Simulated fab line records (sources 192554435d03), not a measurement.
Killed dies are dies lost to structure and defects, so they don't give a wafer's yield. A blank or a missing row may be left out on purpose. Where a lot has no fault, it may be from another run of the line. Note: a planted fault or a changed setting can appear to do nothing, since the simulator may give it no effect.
fab line records	flow n5Finfet
record lots=13	wafers=39	lastDay=18
route steps=1938 shown ILD0@342 SDB@359
lots untouched by any fault: they come from a run of this same line in which no faults occurred
startH: the number of hours between the record's first day and the start of the first shown wafer of the lot	waitH: hours from the lot's prior step to this one	" the same as in the row above	L1.1+2: several wafers, shown together as one row	- either no value or no given start	* or withheld: withheld	< > ~ a bound
route shown NAME@n: a module of which the file shows steps, and the number in the route of the first	usual: the fault-free wafers' mean and standard deviation	same: alike in all rows	chamber/n: place in a boat	sites: per-site readings	_std_site: their standard deviation	_edge_site: mean of outer sites minus mean of inner sites	radiusMm: how far each site lies from the wafer's centre	mask NAME#n: copy n	behind: the tool/chamber that last shaped the wafer	hold: cause of the lot's hold/its duration in hours/its outcome	device: names the non-switching transistor (n, p or np)	end of line: tests of these same wafers at the route's end	a step without rows: its recipe alone	killed: dies that structure and defects cost at the first sort, which is not the same as the wafer's yield	map: dies across one wafer; x = killed, . = not, _ = none there
set.NAME: the run value of the setting; set.NAME@STEP: its run value at that earlier step	model.NAME: the simulator's own value behind a step, which no gauge read
one table for each step of the route and one row for each wafer, over a sample of lots
services: when a tool's chamber went out of use (startH, in hours from the record's first day, below 0 if earlier), for how many hours, and the reason
## steps
# step N5_ILD0_PRECLEAN_10
# recipe chemistry=NF3:NH3	afsCycles=5	timeS=20	tempC=30	sublimationTempC=180	sublimationTimeS=60	pressureTorr=3	rfPowerW=30
# usual timeS=20/0
lot.wafer	tool	chamber	startH	waitH	timeS
L548.1	remotePlasma-02	0	62.50	0.0	20
L548.4	"	0	"	"	20
L548.6	"	0	"	"	20
L549.1	remotePlasma-02	0	68.73	0.0	20
L549.4	"	0	"	"	20
L549.5	"	0	"	"	20
L550.2	remotePlasma-01	0	77.01	0.2	20
L550.3	"	0	"	"	20
L550.5	"	0	"	"	20
L551.1	remotePlasma-02	1	81.89	0.0	20
L551.4	"	1	"	"	20
L551.5	"	1	"	"	20
L552.1	remotePlasma-02	0	84.66	0.0	20
L552.4	"	0	"	"	20
L552.6	"	0	"	"	20
L553.4	remotePlasma-01	0	93.92	0.4	20
L553.5	"	0	"	"	20
L553.6	"	0	"	"	20
L556.1	remotePlasma-02	0	111.24	0.0	20
L556.5	"	0	"	"	20
L556.6	"	0	"	"	20
L557.1	remotePlasma-02	1	117.78	0.0	20
L557.4	"	1	"	"	20
L557.6	"	1	"	"	20
L558.2	remotePlasma-01	1	123.40	0.1	20
L558.3	"	1	"	"	20
L558.5	"	1	"	"	20
L564.1	remotePlasma-02	0	159.57	0.0	20
L564.5	"	0	"	"	20
L564.6	"	0	"	"	20
L567.2	remotePlasma-02	1	179.10	0.1	20
L567.3	"	1	"	"	20
L567.4	"	1	"	"	23.833
L568.2	remotePlasma-02	1	182.53	0.1	20
L568.4	"	1	"	"	23.833
L568.5	"	1	"	"	20
L569.1	remotePlasma-02	1	189.87	0.0	20
L569.3	"	1	"	"	20
L569.6	"	1	"	"	23.833
# step N5_ILD0_CMP_12
# recipe stopOn=poly-Si	material=SiNx	tOverpolishS=6	postCmpClean=alkalineBrush	downForcePsi=2.5	platenRpm=51.8	padVelocityMS=1.0307	targetThkNm=17.67
# usual headPressurePsi=2.500/0.005	motorCurrentA=8.9/1	overpolishRunS=6.001/0.01	timeToEndpointS=29.3/2.2
lot.wafer	tool	chamber	startH	waitH	headPressurePsi	motorCurrentA	overpolishRunS	timeToEndpointS
L548.4	cmp-01	0	65.45	1.2	2.493	8.1	5.997	28.8
L548.1	"	1	"	"	2.496	9.1	5.985	26.7
L548.6	"	2	"	"	2.487	7.7	5.992	28.4
L549.1	cmp-04	1	71.61	1.1	2.500	10.1	6.002	28.2
L549.4	"	0	"	"	2.505	7.4	5.995	25.6
L549.5	"	1	"	"	2.502	9.5	6.004	23.9
L550.3	cmp-01	2	80.00	1.2	2.513	7.1	6.000	30.5
L550.2	"	0	"	"	2.498	8.9	6.017	28.7
L550.5	"	1	"	"	2.505	8.9	5.989	25.6
L551.1	cmp-02	2	84.77	1.1	2.498	8.2	5.994	28.7
L551.4	"	0	"	"	2.501	8.4	5.982	28.5
L551.5	"	2	"	"	2.503	8.4	5.987	29.6
L552.1	cmp-02	1	87.54	1.1	2.494	10.7	6.014	25.6
L552.4	"	0	"	"	2.503	9.0	6.013	30.8
L552.6	"	1	"	"	2.500	10.8	6.007	27.9
L553.4	cmp-02	1	96.91	0.1	2.498	10.7	5.975	31.0
L553.6	"	0	"	"	2.495	8.5	5.995	29.7
L553.5	"	1	"	"	2.504	10.5	6.004	28.6
L556.1	cmp-04	3	114.20	1.2	2.496	8.6	5.993	32.0
L556.5	"	1	"	"	2.492	10.0	6.003	29.0
L556.6	"	2	"	"	2.504	8.1	5.996	31.2
L557.1	cmp-02	1	120.71	1.2	2.495	10.6	6.007	25.0
L557.4	"	2	"	"	2.507	8.4	6.011	25.0
L557.6	"	0	"	"	2.501	8.6	5.989	26.9
L558.2	cmp-04	3	126.21	1.2	2.488	9.4	6.000	29.9
L558.3	"	0	"	"	2.496	7.2	6.008	31.1
L558.5	"	2	"	"	2.501	7.9	6.013	30.0
L564.1	cmp-02	1	162.55	1.1	2.503	10.1	5.990	30.0
L564.6	"	1	"	"	2.506	10.7	5.996	28.8
L564.5	"	2	"	"	2.502	8.9	6.005	28.1
L567.3	cmp-04	1	181.87	1.1	2.498	9.6	5.996	30.6
L567.4	"	2	"	"	2.499	7.9	6.004	30.1
L567.2	"	3	"	"	2.498	8.7	5.987	31.3
L568.4	cmp-02	3	185.34	1.2	2.499	9.7	5.996	30.8
L568.2	"	1	"	"	2.508	10.0	5.997	28.8
L568.5	"	2	"	"	2.500	8.8	6.006	29.0
L569.1	cmp-02	2	193.10	1.1	2.494	8.6	5.998	28.5
L569.3	"	3	"	"	2.503	9.7	5.999	32.5
L569.6	"	3	"	"	2.499	9.6	5.999	30.8
# step N5_SDB_DESCUM_16
# recipe chemistry=O2	timeS=7.9	sourcePowerW=50	biasPowerW=20	pressureMtorr=20	rfFrequencyHz=2.712e+07	tempC=40	resist=CAR-ArF	o2FlowSccm=225
# usual drypumpMotorCurrentA=5.6/0.49	oesProductAu=0.84/0.094	rfVppV=243.5/1.6	showerheadPlenumPTorr=2.12/0.09	throttleValvePct=20.36/0.16
lot.wafer	tool	chamber	startH	waitH	drypumpMotorCurrentA	oesProductAu	rfHoursCounterH	rfVppV	showerheadPlenumPTorr	throttleValvePct
L548.1	rieDiel-01	1	66.27	0.0	5.1	1.00	0	245.4	2.24	20.27
L548.4	"	0	"	"	5.8	0.86	57	243.1	2.12	20.28
L548.6	"	3	"	"	6.3	0.67	-	243.5	2.06	20.80
L549.1	rieDiel-03	2	72.67	0.3	5.3	0.75	169	240.4	1.99	20.43
L549.4	"	3	"	"	4.9	0.75	171	245.7	2.18	20.70
L549.5	"	2	"	"	5.3	0.75	-	242.5	1.99	20.44
L550.2	rieDiel-01	2	80.86	0.0	5.3	0.68	248	241.9	1.98	20.60
L550.3	"	0	"	"	5.8	0.84	62	244.8	2.12	20.28
L550.5	"	2	"	"	5.3	0.69	-	240.6	1.97	20.62
L551.1	rieDiel-01	1	85.67	0.0	5.1	0.96	7	244.9	2.23	20.29
L551.4	"	0	"	"	5.8	0.84	-	243.3	2.12	20.27
L551.5	"	1	"	"	5.1	0.95	-	246.0	2.23	20.31
L552.1	rieDiel-04	3	88.31	0.0	6.1	0.69	228	241.5	1.97	20.61
L552.4	"	0	"	"	5.3	0.95	8	242.9	2.05	20.26
L552.6	"	0	"	"	5.3	0.95	-	241.8	2.05	20.25
L553.4	rieDiel-04	2	97.79	0.0	6.1	0.83	-	244.5	2.13	20.22
L553.5	"	0	"	"	5.3	0.95	-	242.2	2.05	20.25
L553.6	"	3	"	"	6.0	0.69	-	239.8	1.97	20.62
L556.1	rieDiel-03	1	115.02	0.0	6.5	0.90	32	243.8	2.22	20.30
L556.5	"	1	"	"	6.5	0.91	-	246.5	2.22	20.31
L556.6	"	0	"	"	5.5	0.70	-	242.9	2.06	20.33
L557.1	rieDiel-01	0	121.66	0.2	5.7	0.83	77	243.0	2.12	20.30
L557.4	"	3	"	"	6.3	0.94	13	243.5	2.06	20.44
L557.6	"	1	"	"	5.1	0.92	-	245.5	2.23	20.30
L558.2	rieDiel-04	0	127.07	0.0	5.3	0.94	18	242.2	2.05	20.28
L558.3	"	1	"	"	5.1	0.95	3	245.6	2.24	20.07
L558.5	"	0	"	"	5.3	0.93	-	240.9	2.05	20.26
L564.1	rieDiel-03	2	163.44	0.0	5.3	0.73	193	241.2	1.99	20.46
L564.5	"	3	"	"	4.9	0.71	-	244.7	2.16	20.74
L564.6	"	0	"	"	5.5	0.68	-	242.2	2.05	20.37
L567.2	rieDiel-01	2	182.77	0.0	5.3	0.92	20	245.1	2.23	20.29
L567.3	"	1	"	"	5.1	0.89	37	244.9	2.22	20.35
L567.4	"	0	"	"	5.7	0.81	94	243.7	2.11	20.33
L568.2	rieDiel-03	2	186.20	0.0	5.3	0.72	206	243.1	1.98	20.48
L568.4	"	1	"	"	6.5	0.86	-	244.5	2.21	20.36
L568.5	"	2	"	"	5.3	0.72	-	242.4	1.98	20.50
L569.1	rieDiel-04	2	194.36	0.5	6.1	0.79	97	242.3	2.12	20.30
L569.3	"	1	"	"	5.0	0.88	29	246.0	2.23	20.12
L569.6	"	0	"	"	5.3	0.89	-	242.4	2.04	20.31
## services
tool	chamber	startH	hours	kind
cmp-01	-	42.45	6.1	pm
rieDiel-01	1	42.66	-	clean
rieDiel-01	1	42.66	-	consumableReplace:focusRing
rieDiel-01	1	42.66	-	consumableReplace:showerhead
rieDiel-01	1	42.66	22.2	scheduledDown
rieDiel-01	1	42.66	22.2	ventCycle
rieDiel-01	3	67.95	-	clean
rieDiel-01	3	67.95	-	consumableReplace:focusRing
rieDiel-01	3	67.95	17.7	scheduledDown
rieDiel-01	3	67.95	17.7	ventCycle
cmp-02	-	68.29	0.6	repair
cmp-01	-	82.43	4.0	pm
rieDiel-01	2	85.67	-	clean
cmp-01	-	101.41	0.6	repair
rieDiel-04	3	103.26	4.3	repair
rieDiel-01	-	129.43	10.9	repair
rieDiel-04	3	138.33	9.4	repair
cmp-04	-	139.07	3.9	pm
remotePlasma-01	-	142.95	1.3	repair
cmp-01	-	143.46	4.0	pm
rieDiel-01	2	143.52	8.2	repair
cmp-04	-	148.99	0.9	repair
cmp-02	-	167.59	0.3	repair
remotePlasma-02	-	193.30	0.3	repair
## key
firstSign step=N5_ILD0_PRECLEAN_10	reading=timeS	direction=up	sigmas=99+	usual=*	struck=*
effect none on later readings
metAt N5_ILD0_PRECLEAN_10
struckLots L567,L568,L569
struckWafers L567.4,L568.4,L569.6
testerLeftOut L567,L568,L569
notActingAt N5_ILD0_CMP_12,N5_SDB_DESCUM_16
onsetBetween 159.57 179.10
fault kind=processParameterDrift	tool=remotePlasma-02	chamber=-	onsetH=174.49	steps=N5_ILD0_PRECLEAN_10	channel=timeS	offset=*	shape=step	endH=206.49	scope=struckWafersOnly	actsIn=*	stated=*
# testerLeftOut: of these lots the tester's yield and bins aren't shown, on N5 and GAA mostly nor the transistor test; their killed dies are dies lost to structure and defects alone, not to doping, threshold or leakage, so they don't give the yield
